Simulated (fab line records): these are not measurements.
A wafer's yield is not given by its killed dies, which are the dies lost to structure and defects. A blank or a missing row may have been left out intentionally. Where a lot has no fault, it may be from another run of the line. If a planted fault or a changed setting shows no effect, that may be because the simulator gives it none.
The tool behind it: which one? | flow n5 finfet | 27 wafers from 9 lots sampled at 7 of the route's 1938 steps

## WHAT EACH GAUGE READ, for each wafer
N5_BEOL_M8_INSPECT_13: inspects for defects (brightfield). Usual: 411 for raw defect count, sd 92.
lot  | measured     | on                | raw defect count | flag
L609 | day 9 17:49  | defect inspect-01 | 407 250 355      |
L612 | day 9 19:21  | defect inspect-02 | 370 400 599      |
L611 | day 10 02:18 | defect inspect-02 | 416 349 462      |
L620 | day 12 16:44 | defect inspect-01 | 377 359 444      |
L622 | day 13 01:50 | defect inspect-01 | 336 378 434      |
L628 | day 14 02:20 | defect inspect-02 | 619 665 573      |
L627 | day 14 02:46 | defect inspect-01 | 372 481 384      |
L629 | day 14 14:50 | defect inspect-02 | 425 456 632      |
L632 | day 15 06:19 | defect inspect-01 | 420 310 456      |

N5_BEOL_M8_OCD_MEAS_38. Usual: 92.8 nm for trench depth nm, sd 1.8.
lot  | measured     | on     | trench depth nm (nm) | flag
L609 | day 9 19:20  | ocd-01 | 96.2 95.4 92.8       |
L612 | day 9 23:01  | ocd-01 | 92.1 94.2 91.4       |
L611 | day 10 03:56 | ocd-02 | 95.3 93.6 95.3       |
L620 | day 12 18:55 | ocd-01 | 91.0 92.6 93.6       |
L622 | day 13 06:46 | ocd-01 | 82.3 84.9 83.0       | OFF
L628 | day 14 05:22 | ocd-02 | 90.2 95.6 89.5       |
L627 | day 14 05:25 | ocd-01 | 84.6 85.2 85.6       | OFF
L629 | day 14 17:08 | ocd-01 | 90.9 92.7 90.0       |
L632 | day 15 08:53 | ocd-01 | 96.2 96.2 90.1       |

N5_BEOL_M8_THK_MEAS_53: measures by xrf. Usual: M8_THK gives 81.9 nm (standard deviation 2.1).
lot  | measured     | on            | M8_THK (nm)    | flag
L609 | day 9 22:58  | film metro-02 | 83.5 83.4 82.4 |
L612 | day 10 01:35 | film metro-01 | 81.3 81.4 82.4 |
L611 | day 10 07:19 | film metro-02 | 85.8 83.9 85.2 |
L620 | day 12 21:28 | film metro-01 | 83.2 81.0 83.6 |
L622 | day 13 09:22 | film metro-01 | 69.2 73.3 70.9 | OFF
L628 | day 14 07:49 | film metro-02 | 79.5 84.9 79.4 |
L627 | day 14 08:09 | film metro-02 | 72.6 73.2 74.2 | OFF
L629 | day 14 20:06 | film metro-02 | 78.3 81.0 78.3 |
L632 | day 15 11:33 | film metro-02 | 85.4 84.1 79.2 |

N5_BEOL_M8_RS_MEAS_57: measures by four-point-probe. Usual: M8_RS gives 0.289 ohm/sq (standard deviation 0.0081).
lot  | measured     | on            | M8_RS (ohm/sq)    | flag
L609 | day 9 23:05  | film metro-01 | 0.284 0.283 0.288 |
L612 | day 10 01:45 | film metro-01 | 0.288 0.289 0.286 |
L611 | day 10 07:27 | film metro-01 | 0.275 0.283 0.278 |
L620 | day 12 21:35 | film metro-02 | 0.284 0.292 0.283 |
L622 | day 13 09:30 | film metro-02 | 0.350 0.326 0.339 | OFF
L628 | day 14 07:57 | film metro-02 | 0.300 0.277 0.302 |
L627 | day 14 08:17 | film metro-02 | 0.332 0.328 0.324 | OFF
L629 | day 14 20:14 | film metro-01 | 0.302 0.290 0.303 |
L632 | day 15 11:41 | film metro-02 | 0.278 0.284 0.303 |

## WHAT TOOL EACH LOT RAN ON (gives the tool, then ch and the chambers of the sampled wafers, and finally the start)
lot  | N5_BEOL_M8_STRIP_36                | N5_BEOL_M8_TRENCH_ETCH_37          | N5_BEOL_M8_PRE_CLEAN_45
L609 | rie diel-04 ch 1,2,3, day 9 19:09  | rie diel-04 ch 1,2,3, day 9 19:11  | pvd sputter-01, day 9 19:59
L612 | rie diel-04 ch 0,2,3, day 9 22:49  | rie diel-04 ch 0,2,3, day 9 22:51  | pvd sputter-03, day 9 23:45
L611 | rie diel-04 ch 1,2,3, day 10 03:45 | rie diel-04 ch 1,2,3, day 10 03:47 | pvd sputter-03, day 10 05:25
L620 | rie diel-02 ch 1,2,3, day 12 18:43 | rie diel-02 ch 1,2,3, day 12 18:45 | pvd sputter-01, day 12 19:30
L622 | rie diel-04 ch 0,1, day 13 06:34   | rie diel-04 ch 0,1, day 13 06:36   | pvd sputter-02, day 13 07:39
L628 | rie diel-01 ch 2,3, day 14 05:10   | rie diel-01 ch 2,3, day 14 05:13   | pvd sputter-03, day 14 06:13
L627 | rie diel-04 ch 1,3, day 14 05:13   | rie diel-04 ch 1,3, day 14 05:15   | pvd sputter-03, day 14 06:18
L629 | rie diel-02 ch 0,1,2, day 14 16:56 | rie diel-02 ch 0,1,2, day 14 16:59 | pvd sputter-03, day 14 18:05
L632 | rie diel-01 ch 2,3, day 15 08:41   | rie diel-01 ch 2,3, day 15 08:44   | pvd sputter-02, day 15 09:45
- N5_BEOL_M8_STRIP_36: strips in N2/H2.
- N5_BEOL_M8_TRENCH_ETCH_37: etches SiCOH lowk in C4F6/O2, target depth 93.478 nm, time 31.2 s.
- N5_BEOL_M8_PRE_CLEAN_45: time 30 s.

## AS READ BY THE TOOLS THEMSELVES (means over the sampled wafers that have a number; for cases with no such wafer, the mark the record gives instead)
N5_BEOL_M8_STRIP_36. Usual: drypump motor current A 5.8 A (standard deviation 0.45); h2 flow sccm 200.0 sccm (standard deviation 0.58); oes product au 0.78 a.u. (standard deviation 0.085); power w 450.1 W (standard deviation 1.4); rf vpp V 59.1 V (standard deviation 1.5); showerhead plenum p Torr 2.53 Torr (standard deviation 0.054); throttle valve pct 23.63 % (standard deviation 0.3).
lot  | tool        | drypump motor current A (A) | h2 flow sccm (sccm) | oes product au (a.u.) | power w (W) | rf vpp V (V) | showerhead plenum p Torr (Torr) | throttle valve pct (%) | flag
L609 | rie diel-04 | 5.7                         | 200.3               | 0.87                  | 449.6       | 60.4         | 2.57                            | 23.54                  |
L612 | rie diel-04 | 5.6                         | 200.2               | 0.83                  | 450.4       | 59.0         | 2.55                            | 23.44                  |
L611 | rie diel-04 | 5.7                         | 199.8               | 0.85                  | 450.2       | 60.2         | 2.56                            | 23.55                  |
L620 | rie diel-02 | 5.9                         | 199.1               | 0.71                  | 451.5       | 58.4         | 2.54                            | 23.61                  |
L622 | rie diel-04 | 5.4                         | 199.9               | 0.71                  | 450.3       | 58.3         | 2.52                            | 23.74                  |
L628 | rie diel-01 | 5.9                         | 200.0               | 0.80                  | 449.8       | 58.4         | 2.49                            | 23.82                  |
L627 | rie diel-04 | 5.6                         | 200.1               | 0.80                  | 452.0       | 59.7         | 2.55                            | 23.74                  |
L629 | rie diel-02 | 6.2                         | 200.6               | 0.74                  | 448.4       | 59.5         | 2.56                            | 23.64                  |
L632 | rie diel-01 | 6.3                         | 200.2               | 0.86                  | 451.0       | 60.8         | 2.52                            | 23.59                  |

N5_BEOL_M8_TRENCH_ETCH_37. Usual: drypump motor current A 5.8 A (standard deviation 0.45); oes_f_703_au 0.78 a.u. (standard deviation 0.087); oes product au 0.78 a.u. (standard deviation 0.088); rf fwd power W 339.9 W (standard deviation 1.7); rf vpp V 662 V (standard deviation 10); showerhead plenum p Torr 2.86 Torr (standard deviation 0.071); throttle valve pct 21.05 % (standard deviation 0.22).
lot  | tool        | drypump motor current A (A) | oes_f_703_au (a.u.) | oes product au (a.u.) | rf fwd power W (W) | rf vpp V (V) | showerhead plenum p Torr (Torr) | throttle valve pct (%) | flag
L609 | rie diel-04 | 5.7                         | 0.86                | 0.86                  | 338.9              | 668          | 2.89                            | 20.98                  |
L612 | rie diel-04 | 5.6                         | 0.83                | 0.82                  | 339.1              | 661          | 2.87                            | 20.90                  |
L611 | rie diel-04 | 5.7                         | 0.85                | 0.86                  | 339.2              | 668          | 2.89                            | 20.98                  |
L620 | rie diel-02 | 5.9                         | 0.73                | 0.71                  | 340.7              | 658          | 2.89                            | 21.21                  |
L622 | rie diel-04 | 5.4                         | 0.52                | 0.66                  | 254.5              | 747          | 2.84                            | 21.09                  | OFF
L628 | rie diel-01 | 6.0                         | 0.79                | 0.81                  | 340.4              | 670          | 2.78                            | 20.96                  |
L627 | rie diel-04 | 5.5                         | 0.59                | 0.76                  | 256.2              | 768          | 2.88                            | 21.18                  | OFF
L629 | rie diel-02 | 6.2                         | 0.76                | 0.74                  | 339.2              | 656          | 2.90                            | 21.27                  |
L632 | rie diel-01 | 6.4                         | 0.85                | 0.87                  | 340.0              | 672          | 2.84                            | 20.98                  |

N5_BEOL_M8_PRE_CLEAN_45. Usual: heater power w 321 W, standard deviation 34; susceptor temp C 249.99 C, standard deviation 0.17.
lot  | tool           | heater power w (W) | susceptor temp C (C) | flag
L609 | pvd sputter-01 | 327                | 250.05               |
L612 | pvd sputter-03 | 317                | 249.93               |
L611 | pvd sputter-03 | 325                | 250.12               |
L620 | pvd sputter-01 | 329                | 250.08               |
L622 | pvd sputter-02 | 347                | 250.01               |
L628 | pvd sputter-03 | 326                | 249.89               |
L627 | pvd sputter-03 | 310                | 250.03               |
L629 | pvd sputter-03 | 332                | 250.06               |
L632 | pvd sputter-02 | 344                | 249.94               |

## THE ANSWER, worked out from the rows above alone
Rule: take the mean of a lot's wafers that have a number; if it is more than 3 standard deviations from the usual mean, the lot is off. Also off: a lot with no number at a reading for which 4 or more lots have one. Any other lot the step has rows for is counted as sound. After the gauges, taken in route order, come the tools' own readings; for these a lot's mean is taken, as printed above. The first step at which some lot is off is used, and at that step the reading that is off furthest; a lot without a number counts as furthest.
Off, at N5_BEOL_M8_OCD_MEAS_38 on trench depth nm: L622, L627.
A tool fits if, at a process step before that reading, it ran every lot that is off, and no sound lot after the first of them. Not tried: the gauges at N5_BEOL_M8_OCD_MEAS_38; whatever is off there is also off at N5_BEOL_M8_THK_MEAS_53, on other tools, and gauge error can't account for it. One candidate fits, namely rie diel-04 at N5_BEOL_M8_STRIP_36 and N5_BEOL_M8_TRENCH_ETCH_37. At N5_BEOL_M8_STRIP_36 its last sound lot is L611 (day 10 03:45), its first lot that is off L622 (day 13 06:34): a fault that began between those two fits.

## WHAT WAS PUT IN BY THE SIMULATOR
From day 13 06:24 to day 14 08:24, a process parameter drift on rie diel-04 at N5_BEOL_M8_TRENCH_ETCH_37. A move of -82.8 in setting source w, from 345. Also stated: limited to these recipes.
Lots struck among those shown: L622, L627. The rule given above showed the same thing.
